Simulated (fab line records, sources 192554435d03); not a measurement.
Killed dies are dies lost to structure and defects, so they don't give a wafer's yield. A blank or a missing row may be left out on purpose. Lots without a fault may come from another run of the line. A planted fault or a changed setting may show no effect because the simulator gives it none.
fab line records | flow n5_finfet
record lots=10 wafers=30 last_day=17
route steps=1938 shown BEOL_M4@1111 BEOL_M11@1589 PASSIVATION@1936
lots that met no fault: from a run of the same line without faults
start_h: hours from the record's first day to the start of the lot's first wafer shown | wait_h: hours since the lot's step before | " the same as in the row above | L1.1+2: a row that stands for several wafers | - no value, or no start given | * or withheld: withheld | < > ~ a bound
route shown NAME@n: a module of which the file shows steps, and the number in the route of the first | usual: mean/standard deviation of fault-free wafers | same: alike in all rows | chamber/n: place in a boat | sites: the reading at each site | _std_site: their standard deviation | _edge_site: outer sites' mean less inner sites' | radius_mm: how far each site lies from the wafer's centre | mask NAME#n: copy n | behind: the tool/chamber that last shaped the wafer | hold: why the lot was held/for how many hours/how that ended | device: the transistor (n, p or np) that didn't switch | end of line: the same wafers' tests at the end of the route | a step without rows: its recipe alone | killed: dies lost to structure and defects at the first sort, not the wafer's yield | map: a wafer's dies, x killed, . not, _ none there
set.NAME: the setting as run; set.NAME@STEP: as run at that earlier step | model.NAME: the simulator's own value behind a step, which no gauge read
steps of the route over a sample of lots; a table a step, a row a wafer
services: from which hour (start_h, from the record's first day; less than 0 if before it) a tool's chamber was out of use, for how many hours, and why
## steps
# step N5_BEOL_M4_RC_MEAS_101
# usual DIBL_N=36.8/1.5 DIBL_P=37.1/2.1 IOFF_N=0.168/0.03 IOFF_P=0.22/0.034 ION_N=679/12 ION_P=466/8 SS_N=71.7/0.58 SS_P=73.5/0.67 VT_N=248.8/2.7 VT_P=-250/3.3
# columns lot.wafer tool chamber start_h wait_h DIBL_N[mV/V] DIBL_P[mV/V] IOFF_N[nA/um] IOFF_P[nA/um] ION_N[uA/um] ION_P[uA/um] SS_N[mV/dec] SS_P[mV/dec] VT_N[mV] VT_P[mV]
L533.1 prober-02 0 156.19 0.0 38.6 39.9 0.204 0.24 683 463 73.2 74.1 247.3 -249
L533.4 " 0 " " 34.9 35.0 0.135 0.17 662 455 71.3 73.5 250.8 -256
L533.6 " 0 " " 38.5 39.9 0.213 0.25 679 466 71.6 74.3 244.0 -247
L534.1 prober-01 0 170.64 0.0 37.6 39.4 0.203 0.29 694 475 71.2 74.3 245.8 -247
L534.2 " 0 " " 37.3 37.8 0.181 0.25 679 466 71.3 73.5 249.1 -248
L534.4 " 0 " " 38.0 39.2 0.197 0.28 679 470 71.7 74.9 247.4 -246
L542.2 prober-01 0 209.36 0.2 38.6 40.4 0.222 0.23 688 457 71.9 74.1 245.8 -253
L542.4 " 0 " " 35.1 36.2 0.148 0.16 680 458 70.8 72.7 249.5 -257
L542.6 " 0 " " 37.7 38.2 0.178 0.20 673 457 72.5 73.5 249.2 -254
L541.1 prober-02 0 211.98 0.0 38.5 38.9 0.202 0.22 682 455 72.4 74.0 246.2 -250
L541.4 " 0 " " 35.3 36.3 0.153 0.19 678 466 72.1 73.2 250.0 -253
L541.6 " 0 " " 37.8 39.0 0.204 0.24 696 467 72.0 74.1 245.2 -249
L543.1 prober-02 0 216.12 0.0 40.3 41.8 0.264 0.28 698 468 72.5 74.9 243.8 -250
L543.2 " 0 " " 36.5 36.5 0.150 0.18 660 452 70.7 74.0 251.1 -253
L543.3 " 0 " " 38.9 41.4 0.217 0.27 677 467 72.4 74.1 244.8 -249
L551.1 prober-01 0 268.45 0.0 38.4 38.2 0.189 0.24 696 480 72.0 73.4 246.2 -250
L551.2 " 0 " " 37.9 37.6 0.169 0.24 677 464 71.6 73.5 245.0 -249
L551.5 " 0 " " 37.8 38.1 0.193 0.25 708 484 72.4 74.2 243.7 -245
L554.1 prober-02 0 288.14 0.0 39.5 39.8 0.233 0.28 712 478 71.8 74.5 244.4 -247
L554.2 " 0 " " 36.3 36.0 0.149 0.21 687 472 71.4 73.2 250.9 -249
L554.3 " 0 " " 37.7 37.7 0.182 0.23 695 476 72.2 73.2 248.9 -250
L553.2 prober-02 0 294.62 0.2 38.9 37.8 0.177 0.19 678 460 72.3 73.9 247.2 -256
L553.3 " 0 " " 36.8 35.5 0.135 0.17 675 459 70.8 73.3 254.0 -256
L553.6 " 0 " " 38.6 36.7 0.174 0.18 683 462 72.4 73.7 249.3 -257
L555.1 prober-02 0 296.59 0.0 33.4 33.0 0.126 0.19 679 469 71.3 72.9 252.8 -251
L555.4 " 0 " " 34.7 34.8 0.147 0.22 681 472 71.5 73.4 252.4 -247
L555.5 " 0 " " 36.5 36.2 0.164 0.26 678 474 72.4 73.0 248.7 -246
L556.2 prober-01 0 314.67 0.2 37.7 38.6 0.167 0.25 676 467 71.3 73.1 249.5 -246
L556.4 " 0 " " 38.0 37.2 0.171 0.22 680 469 71.0 72.6 249.2 -248
L556.5 " 0 " " 35.4 34.7 0.135 0.18 667 455 71.3 72.9 252.4 -251
# step N5_BEOL_M11_PRE_CLEAN_45
# recipe gas=H2/He time_s=30 temp_c=250
# usual heater_power_w=313/33
# columns lot.wafer tool chamber start_h wait_h heater_power_w
L533.1 pvd_sputter-03 - 214.77 0.0 321
L533.4 " - " " 335
L533.6 " - " " 326
L534.1 pvd_sputter-03 - 223.73 0.0 329
L534.2 " - " " 316
L534.4 " - " " 327
L542.2 pvd_sputter-01 - 262.97 0.0 313
L542.4 " - " " 284
L542.6 " - " " 352
L541.1 pvd_sputter-01 - 271.98 0.0 277
L541.4 " - " " 266
L541.6 " - " " 349
L543.1 pvd_sputter-03 - 275.36 0.0 301
L543.2 " - " " 332
L543.3 " - " " 349
L551.1 pvd_sputter-01 - 345.97 0.0 348
L551.2 " - " " 286
L551.5 " - " " 314
L554.1 pvd_sputter-02 - 350.24 0.0 286
L554.2 " - " " 286
L554.3 " - " " 315
L553.2 pvd_sputter-02 - 352.35 0.0 313
L553.3 " - " " 283
L553.6 " - " " 394
L555.1 pvd_sputter-02 - 356.95 0.0 290
L555.4 " - " " 382
L555.5 " - " " 295
L556.2 pvd_sputter-03 - 366.23 0.0 323
L556.4 " - " " 318
L556.5 " - " " 322
# step N5_BEOL_M11_SURFACE_TREAT_76
# recipe gas=Ar time_s=* ion_energy_ev=* ion_current_ma_cm2=0.5 pressure_mtorr=* ar_flow_sccm=30
# usual throttle_valve_pct=*
# columns lot.wafer tool chamber start_h wait_h throttle_valve_pct
L533.1 pvd_sputter-02 - 216.98 1.8 *
L533.4 " - " " *
L533.6 " - " " *
L534.1 pvd_sputter-01 - 224.16 0.2 *
L534.2 " - " " *
L534.4 " - " " *
L542.2 pvd_sputter-02 - 263.75 0.4 *
L542.4 " - " " *
L542.6 " - " " *
L541.1 pvd_sputter-03 - 272.44 0.2 *
L541.4 " - " " *
L541.6 " - " " *
L543.1 pvd_sputter-01 - 275.76 0.2 *
L543.2 " - " " *
L543.3 " - " " *
L551.1 pvd_sputter-02 - 346.35 0.2 *
L551.2 " - " " *
L551.5 " - " " *
L554.1 pvd_sputter-02 - 350.66 0.2 *
L554.2 " - " " *
L554.3 " - " " *
L553.2 pvd_sputter-02 - 352.83 0.2 *
L553.3 " - " " *
L553.6 " - " " *
L555.1 pvd_sputter-01 - 357.70 0.6 *
L555.4 " - " " *
L555.5 " - " " *
L556.2 pvd_sputter-03 - 366.75 0.3 *
L556.4 " - " " *
L556.5 " - " " *
# step N5_BEOL_M11_THK_MEAS_53
# recipe thk_meas_gauge=xrf reads=Cu_of_BEOL_M11_ECD_50
# usual M11_THK=138.6/2.2
# columns lot.wafer tool chamber start_h wait_h M11_THK[nm]
L533.1 film_metro-01 - 218.20 - 137.6
L533.4 " - " " 138.4
L533.6 " - " " 137.8
L534.1 film_metro-01 - 227.13 - 141.5
L534.2 " - " " 136.2
L534.4 " - " " 137.0
L542.2 film_metro-01 - 264.81 - 139.1
L542.4 " - " " 136.8
L542.6 " - " " 139.2
L541.1 film_metro-02 - 273.64 - 142.1
L541.4 " - " " 141.3
L541.6 " - " " 138.2
L543.1 film_metro-01 - 276.86 - 139.7
L543.2 " - " " 138.0
L543.3 " - " " 134.4
L551.1 film_metro-01 - 347.34 - 137.6
L551.2 " - " " 139.0
L551.5 " - " " 136.8
L554.1 film_metro-02 - 351.72 - 134.6
L554.2 " - " " 140.9
L554.3 " - " " 136.0
L553.2 film_metro-01 - 353.93 - 138.2
L553.3 " - " " 136.1
L553.6 " - " " 135.0
L555.1 film_metro-01 - 359.86 - 139.5
L555.4 " - " " 139.2
L555.5 " - " " 138.9
L556.2 film_metro-01 - 367.89 - 139.2
L556.4 " - " " 137.5
L556.5 " - " " 139.2
# step N5_BEOL_M11_DEP_56
# recipe material=SiCN target_thk_a=300 temp_c=withheld precursor=3MS/NH3 pressure_torr=3 rf_w=675 time_s=10.5
# usual chamber_pressure_Torr=3.000/0.0069 rf_fwd_power_W=667.1/2.6 showerhead_plenum_p_Torr=4.152/0.0091 throttle_valve_pct=18.4/1.4
# columns lot.wafer tool chamber start_h wait_h chamber_pressure_Torr rf_fwd_power_W showerhead_plenum_p_Torr since_wet_clean_h throttle_valve_pct
L533.1 pecvd-01 2 218.26 0.0 2.999 665.1 4.143 168 16.3
L533.4 " 1 " " 3.004 666.0 4.148 - 19.9
L533.6 " 0 " " 3.005 669.9 4.163 - 18.1
L534.1 pecvd-04 0 227.20 0.0 3.011 662.1 4.156 750 18.1
L534.2 " 1 " " 2.994 664.2 4.165 1475 20.8
L534.4 " 1 " " 3.003 667.7 4.153 - 20.9
L542.2 pecvd-02 2 264.87 0.0 2.999 667.5 4.139 396 17.8
L542.4 " 2 " " 3.003 664.8 4.146 - 17.7
L542.6 " 1 " " 3.000 665.9 4.173 - 18.8
L541.1 pecvd-01 2 273.70 0.0 3.005 664.5 4.146 224 16.5
L541.4 " 1 " " 2.989 666.1 4.156 - 19.7
L541.6 " 2 " " 3.004 669.4 4.139 - 16.4
L543.1 pecvd-01 1 276.93 0.0 2.999 663.3 4.133 1706 19.7
L543.2 " 2 " " 2.989 667.5 4.137 227 16.3
L543.3 " 2 " " 2.986 666.6 4.150 - 16.6
L551.1 pecvd-02 1 347.40 0.0 - - - - -
L551.2 " 0 " " - - - - -
L551.5 " 1 " " - - - - -
L554.1 pecvd-01 1 351.78 0.0 2.996 668.4 4.149 1781 19.8
L554.2 " 2 " " 3.009 666.5 4.143 302 16.5
L554.3 " 0 " " 2.992 666.9 4.151 1056 18.4
L553.2 pecvd-04 1 353.99 0.0 - - - - -
L553.3 " 2 " " - - - - -
L553.6 " 0 " " - - - - -
L555.1 pecvd-02 0 359.93 0.0 2.994 669.9 4.150 1245 19.0
L555.4 " 2 " " 3.006 666.9 4.136 - 17.6
L555.5 " 1 " " 2.991 664.6 4.169 - 18.8
L556.2 pecvd-04 0 367.95 0.0 3.001 663.7 4.151 891 18.3
L556.4 " 0 " " 2.993 667.7 4.156 - 18.2
L556.5 " 1 " " 2.993 670.3 4.163 - 21.0
# step N5_PASSIVATION_PROBE_49
# usual defect_limited_yield=91.0/1.5 killed_at_M0_to_M3=34/11 killed_at_M4_up=14/5.3 killed_at_contacts=13/7 killed_at_front_end=41/13 killed_at_other=4/3.1 killed_dies=106/17 killed_on_rim=14/3.9 killed_open=70/12 killed_short=35/8 sort_bin_5_function=5.2/0.98 sort_bin_6_memory=3.4/0.69 sort_n_pass=1074/17 sort_yield_pct=91.0/1.5
# same gross_dies=1180 killed_at_back_side=0 sort_bin_4_leakage[%]=0 sort_bin_8_speed[%]=0
# columns lot.wafer tool chamber start_h wait_h defect_limited_yield[%] killed_at_M0_to_M3 killed_at_M4_up killed_at_contacts killed_at_front_end killed_at_other killed_dies killed_on_rim killed_open killed_short sort_bin_5_function[%] sort_bin_6_memory[%] sort_n_pass sort_yield_pct[%]
L533.1 prober-02 - 258.38 0.0 91.8 16 12 9 55 5 97 16 54 43 4.2 3.6 1083 91.8
L533.4 prober-02 - 258.53 0.2 91.8 30 11 8 44 4 97 12 68 27 4.7 3.4 1083 91.8
L533.6 prober-02 - 258.63 0.3 93.1 22 11 3 39 7 82 11 63 19 4.4 2.5 1098 93.1
L534.1 prober-02 - 267.14 0.0 91.6 23 15 28 30 3 99 15 72 26 4.9 3.2 1081 91.6
L534.2 prober-02 - 267.19 0.1 94.4 14 17 6 26 3 66 9 50 15 3.3 2.3 1114 94.4
L534.4 prober-02 - 267.29 0.2 92.7 37 7 21 19 2 86 10 62 23 4.4 2.5 1094 92.7
L542.2 prober-01 - 302.56 0.1 91.1 36 23 17 26 3 105 15 77 28 5.4 3.4 1075 91.1
L542.4 prober-01 - 302.66 0.2 91.0 50 20 9 25 2 106 8 58 46 5.3 3.1 1074 91.0
L542.6 prober-01 - 302.76 0.3 90.8 34 22 11 40 1 108 15 71 37 4.9 4.0 1072 90.8
L541.1 prober-02 - 307.90 0.0 92.6 30 14 12 30 1 87 14 58 24 3.7 3.1 1093 92.6
L541.4 prober-02 - 308.05 0.2 91.6 31 14 24 30 0 99 12 72 27 4.3 4.0 1081 91.6
L541.6 prober-02 - 308.15 0.3 89.2 35 18 15 58 1 127 15 85 42 6.2 4.2 1053 89.2
L543.1 prober-01 - 317.91 0.0 89.8 47 14 6 52 1 120 17 67 48 5.9 3.6 1060 89.8
L543.2 prober-01 - 317.96 0.1 89.9 41 12 8 53 5 119 16 66 48 5.7 3.9 1061 89.9
L543.3 prober-01 - 318.01 0.1 89.8 26 11 21 61 1 120 18 82 38 5.8 3.8 1060 89.8
L551.1 prober-02 - 392.62 0.0 0 45 1075 10 44 6 1180 152 64 47 96.9 3.0 0 0
L551.2 prober-02 - 392.67 0.1 0 37 1085 17 32 9 1180 152 76 29 96.0 3.6 0 0
L551.5 prober-02 - 392.82 0.2 0 32 1088 23 32 5 1180 152 63 42 96.5 3.3 0 0
L554.1 prober-01 - 393.31 0.0 92.8 22 8 4 46 5 85 21 48 35 4.0 2.9 1095 92.8
L554.2 prober-01 - 393.36 0.1 89.7 32 9 4 74 2 121 13 89 31 5.2 4.7 1059 89.7
L554.3 prober-01 - 393.41 0.1 90.8 32 7 13 53 3 108 18 82 24 4.9 3.8 1072 90.8
L553.2 prober-01 - 398.00 0.1 0 26 1090 8 50 6 1180 152 69 38 96.3 3.4 0 0
L553.3 prober-01 - 398.05 0.1 0 44 1080 8 47 1 1180 152 68 42 95.6 4.0 0 0
L553.6 prober-01 - 398.20 0.3 0 60 1064 20 36 0 1180 152 88 42 96.5 3.1 0 0
L555.1 prober-02 - 404.80 0.0 91.1 53 7 13 32 0 105 15 68 36 5.0 3.5 1075 91.1
L555.4 prober-02 - 404.95 0.2 92.2 43 12 11 26 0 92 15 68 23 5.3 2.2 1088 92.2
L555.5 prober-02 - 405.00 0.2 89.7 63 10 8 40 1 122 19 83 38 6.8 3.5 1058 89.7
L556.2 prober-02 - 409.86 0.1 88.8 52 24 4 51 1 132 17 85 43 6.4 3.9 1048 88.8
L556.4 prober-02 - 409.96 0.2 90.5 34 14 13 50 1 112 13 79 33 5.8 3.5 1068 90.5
L556.5 prober-02 - 410.01 0.2 90.7 41 15 8 44 2 110 17 74 33 5.8 3.2 1070 90.7
# killed by level:class
L533.1 FIN_SAQP:geometric_particle:open=17 FIN_SAQP:geometric_particle:short=17 MOL_CONTACT_COAG:geometric_particle:open=8 BEOL_M0_SAQP:geometric_particle:short=7 DUMMY_GATE:geometric_particle:open=6 BEOL_M0_SAQP:geometric_particle:open=5 BEOL_M4:geometric_particle:short=4 GATE_CUT:geometric_particle:open=3
L533.4 BEOL_M2:geometric_particle:open=14 FIN_SAQP:geometric_particle:open=12 STI_FIN_REVEAL:geometric_particle:open=7 MOL_CONTACT_COAG:geometric_particle:open=7 BEOL_M4:geometric_particle:open=5 FIN_SAQP:geometric_particle:short=4 DUMMY_GATE:geometric_particle:short=4 BEOL_M0_SAQP:geometric_particle:open=4
L533.6 FIN_SAQP:geometric_particle:open=11 FIN_SAQP:geometric_particle:short=7 DUMMY_GATE:geometric_particle:open=6 BEOL_M4:geometric_particle:open=6 BEOL_M0_SAQP:geometric_particle:open=5 BEOL_M3:geometric_particle:open=5 STI_FIN_REVEAL:geometric_particle:open=4 BEOL_M2:geometric_particle:open=4
L534.1 MOL_CONTACT_COAG:geometric_particle:open=23 FIN_SAQP:geometric_particle:open=8 BEOL_M4:geometric_particle:open=8 BEOL_M1:geometric_particle:open=6 MOL_CONTACT_COAG:geometric_particle:short=5 GATE_CUT:geometric_particle:short=4 BEOL_M0_SAQP:geometric_particle:short=4 BEOL_M2:geometric_particle:open=4
L534.2 BEOL_M4:geometric_particle:open=10 STI_FIN_REVEAL:geometric_particle:open=9 FIN_SAQP:geometric_particle:open=6 BEOL_M0_SAQP:geometric_particle:open=6 FIN_SAQP:geometric_particle:short=4 MOL_CONTACT_COAG:geometric_particle:open=4 BEOL_M0_SAQP:geometric_particle:short=3 DUMMY_GATE:geometric_particle:open=2
L534.4 MOL_CONTACT_COAG:geometric_particle:open=19 BEOL_M0_SAQP:geometric_particle:open=15 BEOL_M2:geometric_particle:open=8 FIN_SAQP:geometric_particle:short=6 BEOL_M0_SAQP:geometric_particle:short=6 FIN_SAQP:geometric_particle:open=5 BEOL_M3:geometric_particle:open=3 BEOL_M4:geometric_particle:open=3
L542.2 MOL_CONTACT_COAG:geometric_particle:open=15 BEOL_M3:geometric_particle:open=10 BEOL_M1:geometric_particle:open=8 BEOL_M0_SAQP:geometric_particle:open=7 FIN_SAQP:geometric_particle:open=6 GATE_CUT:geometric_particle:short=6 BEOL_M4:geometric_particle:open=6 STARTING-WAFER:geometric_particle:short=5
L542.4 BEOL_M0_SAQP:geometric_particle:short=20 BEOL_M0_SAQP:geometric_particle:open=11 MOL_CONTACT_COAG:geometric_particle:open=8 BEOL_M3:geometric_particle:open=7 FIN_SAQP:geometric_particle:short=6 BEOL_M1:geometric_particle:open=6 STI_FIN_REVEAL:geometric_particle:open=5 BEOL_M4:geometric_particle:short=5
L542.6 FIN_SAQP:geometric_particle:open=18 BEOL_M0_SAQP:geometric_particle:short=15 BEOL_M5:geometric_particle:open=9 MOL_CONTACT_COAG:geometric_particle:open=6 BEOL_M0_SAQP:geometric_particle:open=6 STI_FIN_REVEAL:geometric_particle:open=5 MOL_CONTACT_COAG:geometric_particle:short=5 BEOL_M1:geometric_particle:open=4
L541.1 MOL_CONTACT_COAG:geometric_particle:open=10 BEOL_M0_SAQP:geometric_particle:open=8 BEOL_M0_SAQP:geometric_particle:short=6 BEOL_M3:geometric_particle:open=6 FIN_SAQP:geometric_particle:open=5 STI_FIN_REVEAL:geometric_particle:open=5 BEOL_M2:geometric_particle:open=5 BEOL_M4:geometric_particle:open=4
L541.4 MOL_CONTACT_COAG:geometric_particle:open=18 BEOL_M0_SAQP:geometric_particle:open=9 FIN_SAQP:geometric_particle:open=7 MOL_CONTACT_COAG:geometric_particle:short=6 BEOL_M0_SAQP:geometric_particle:short=6 BEOL_M1:geometric_particle:open=6 BEOL_M4:geometric_particle:open=6 BEOL_M2:geometric_particle:open=5
L541.6 STI_FIN_REVEAL:geometric_particle:open=26 MOL_CONTACT_COAG:geometric_particle:open=14 BEOL_M1:geometric_particle:open=10 BEOL_M0_SAQP:geometric_particle:short=10 STI_FIN_REVEAL:geometric_particle:short=5 BEOL_M0_SAQP:geometric_particle:open=5 FIN_SAQP:geometric_particle:short=4 GATE_CUT:geometric_particle:short=4
L543.1 BEOL_M0_SAQP:geometric_particle:short=14 BEOL_M0_SAQP:geometric_particle:open=14 STI_FIN_REVEAL:geometric_particle:open=8 BEOL_M3:geometric_particle:open=8 DUMMY_GATE:geometric_particle:open=7 BEOL_M1:geometric_particle:open=6 FIN_SAQP:geometric_particle:short=5 FIN_SAQP:geometric_particle:open=5
L543.2 BEOL_M0_SAQP:geometric_particle:short=15 BEOL_M0_SAQP:geometric_particle:open=15 STI_FIN_REVEAL:geometric_particle:open=13 FIN_SAQP:geometric_particle:open=9 FIN_SAQP:geometric_particle:short=6 STI_FIN_REVEAL:geometric_particle:short=5 BEOL_M1:geometric_particle:open=5 DUMMY_GATE:geometric_particle:open=4
L543.3 FIN_SAQP:geometric_particle:open=17 STI_FIN_REVEAL:geometric_particle:open=17 MOL_CONTACT_COAG:geometric_particle:open=16 FIN_SAQP:geometric_particle:short=7 BEOL_M0_SAQP:geometric_particle:open=7 STI_FIN_REVEAL:geometric_particle:short=5 MOL_CONTACT_COAG:geometric_particle:short=5 BEOL_M0_SAQP:geometric_particle:short=5
L551.1 BEOL_M11:area_dep=1069 DUMMY_GATE:geometric_particle:open=12 BEOL_M0_SAQP:geometric_particle:short=12 BEOL_M1:geometric_particle:open=10 STI_FIN_REVEAL:geometric_particle:open=7 GATE_CUT:geometric_particle:short=7 MOL_CONTACT_COAG:geometric_particle:open=7 BEOL_M0_SAQP:geometric_particle:open=6
L551.2 BEOL_M11:area_dep=1074 BEOL_M0_SAQP:geometric_particle:open=13 MOL_CONTACT_COAG:geometric_particle:open=10 STI_FIN_REVEAL:geometric_particle:open=8 FIN_SAQP:geometric_particle:open=7 MOL_CONTACT_COAG:geometric_particle:short=7 BEOL_M4:geometric_particle:open=6 BEOL_M1:geometric_particle:open=5
L551.5 BEOL_M11:area_dep=1074 MOL_CONTACT_COAG:geometric_particle:open=19 GATE_CUT:geometric_particle:short=7 BEOL_M0_SAQP:geometric_particle:open=7 BEOL_M4:geometric_particle:open=6 BEOL_M0_SAQP:geometric_particle:short=5 BEOL_M3:geometric_particle:open=5 GATE_CUT:geometric_particle:open=4
L554.1 STI_FIN_REVEAL:geometric_particle:open=13 FIN_SAQP:geometric_particle:short=10 FIN_SAQP:geometric_particle:open=7 BEOL_M2:geometric_particle:short=5 MOL_CONTACT_COAG:geometric_particle:open=4 BEOL_M0_SAQP:geometric_particle:short=4 BEOL_M3:geometric_particle:open=4 MIM_TOP_ETCH:geometric_particle:short=4
L554.2 FIN_SAQP:geometric_particle:open=27 STI_FIN_REVEAL:geometric_particle:open=26 BEOL_M3:geometric_particle:open=9 BEOL_M0_SAQP:geometric_particle:open=8 FIN_SAQP:geometric_particle:short=7 BEOL_M0_SAQP:geometric_particle:short=6 STI_FIN_REVEAL:geometric_particle:short=5 BEOL_M4:geometric_particle:open=4
L554.3 STI_FIN_REVEAL:geometric_particle:open=22 FIN_SAQP:geometric_particle:open=13 MOL_CONTACT_COAG:geometric_particle:open=12 BEOL_M2:geometric_particle:open=10 BEOL_M0_SAQP:geometric_particle:open=6 STI_FIN_REVEAL:geometric_particle:short=5 BEOL_M0_SAQP:geometric_particle:short=5 GATE_CUT:geometric_particle:open=4
L553.2 BEOL_M11:area_dep=1073 FIN_SAQP:geometric_particle:open=21 FIN_SAQP:geometric_particle:short=10 MOL_CONTACT_COAG:geometric_particle:open=7 BEOL_M2:geometric_particle:open=6 BEOL_M4:geometric_particle:short=6 STI_FIN_REVEAL:geometric_particle:open=5 BEOL_M0_SAQP:geometric_particle:short=5
L553.3 BEOL_M11:area_dep=1069 FIN_SAQP:geometric_particle:open=16 BEOL_M0_SAQP:geometric_particle:short=15 BEOL_M2:geometric_particle:open=9 FIN_SAQP:geometric_particle:short=8 BEOL_M0:geometric_particle:open=6 BEOL_M0_SAQP:geometric_particle:open=6 DUMMY_GATE:geometric_particle:open=5
L553.6 BEOL_M11:area_dep=1049 BEOL_M0_SAQP:geometric_particle:open=18 BEOL_M0_SAQP:geometric_particle:short=13 MOL_CONTACT_COAG:geometric_particle:open=12 FIN_SAQP:geometric_particle:open=11 BEOL_M2:geometric_particle:open=10 FIN_SAQP:geometric_particle:short=8 MOL_CONTACT_COAG:geometric_particle:short=8
L555.1 BEOL_M2:geometric_particle:open=13 FIN_SAQP:geometric_particle:short=11 MOL_CONTACT_COAG:geometric_particle:open=10 BEOL_M0_SAQP:geometric_particle:open=9 DUMMY_GATE:geometric_particle:open=8 FIN_SAQP:geometric_particle:open=7 BEOL_M0_SAQP:geometric_particle:short=7 BEOL_M2:geometric_particle:short=7
L555.4 BEOL_M2:geometric_particle:open=18 FIN_SAQP:geometric_particle:short=10 MOL_CONTACT_COAG:geometric_particle:open=10 BEOL_M0_SAQP:geometric_particle:open=8 FIN_SAQP:geometric_particle:open=7 BEOL_M4:geometric_particle:open=7 BEOL_M0_SAQP:geometric_particle:short=5 BEOL_M1:geometric_particle:open=4
L555.5 BEOL_M2:geometric_particle:open=12 BEOL_M0_SAQP:geometric_particle:open=11 BEOL_M3:geometric_particle:open=10 BEOL_M1:geometric_particle:open=9 FIN_SAQP:geometric_particle:short=8 STI_FIN_REVEAL:geometric_particle:open=7 MOL_CONTACT_COAG:geometric_particle:open=7 DUMMY_GATE:geometric_particle:open=6
L556.2 BEOL_M0_SAQP:geometric_particle:short=18 BEOL_M0_SAQP:geometric_particle:open=14 BEOL_M4:geometric_particle:open=12 FIN_SAQP:geometric_particle:open=11 STI_FIN_REVEAL:geometric_particle:open=11 BEOL_M3:geometric_particle:open=7 STARTING-WAFER:geometric_particle:short=7 DUMMY_GATE:geometric_particle:open=6
L556.4 STI_FIN_REVEAL:geometric_particle:open=21 MOL_CONTACT_COAG:geometric_particle:open=11 BEOL_M3:geometric_particle:open=10 STI_FIN_REVEAL:geometric_particle:short=6 FIN_SAQP:geometric_particle:open=5 FIN_SAQP:geometric_particle:short=5 BEOL_M0_SAQP:geometric_particle:short=5 BEOL_M2:geometric_particle:open=5
L556.5 BEOL_M3:geometric_particle:open=14 FIN_SAQP:geometric_particle:open=10 BEOL_M0_SAQP:geometric_particle:open=10 BEOL_M0_SAQP:geometric_particle:short=10 FIN_SAQP:geometric_particle:short=7 STI_FIN_REVEAL:geometric_particle:open=7 MOL_CONTACT_COAG:geometric_particle:open=6 BEOL_M0:geometric_particle:open=4
## services
# columns tool chamber start_h hours kind
pecvd-04 2 202.38 - clean
pecvd-04 2 202.38 - consumable_replace:showerhead
pecvd-04 2 202.38 29.0 scheduled_down
pecvd-04 2 202.38 29.0 vent_cycle
pecvd-01 2 225.97 5.5 scheduled_down
pecvd-04 2 233.64 5.5 scheduled_down
pecvd-02 0 253.03 5.5 scheduled_down
pecvd-01 0 275.08 15.7 repair
pvd_sputter-02 - 288.44 40.3 repair
pecvd-01 0 291.87 11.2 repair
pecvd-04 - 295.33 1.2 repair
pecvd-01 - 348.09 1.2 repair
pvd_sputter-01 - 365.77 7.8 repair
## key
first_sign step=N5_BEOL_M11_DEP_56 reading=tool_record direction=missing
effect step=N5_PASSIVATION_PROBE_49 reading=killed_at_M4_up direction=up sigmas=99+ usual=14 struck=1080
more_kills_born_at N5_BEOL_M11_DEP_56@pecvd-02=3217 N5_BEOL_M11_DEP_56@pecvd-04=3191
met_at N5_BEOL_M11_DEP_56
struck_lots L551,L553
later_rows_left_out L551.1,L551.2,L551.5,L553.2,L553.3,L553.6
not_acting_at N5_BEOL_M11_PRE_CLEAN_45,N5_BEOL_M11_SURFACE_TREAT_76,N5_BEOL_M11_THK_MEAS_53
onset_between 264.87 347.40
fault kind=skipped_step_whole tool=pecvd-02,pecvd-04 chamber=- onset_h=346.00 steps=N5_BEOL_M11_DEP_56 scope=struck_lots_only
# later_rows_left_out: the simulator's readings of these wafers behind a module that went badly wrong aren't trusted and aren't shown, but for the sort
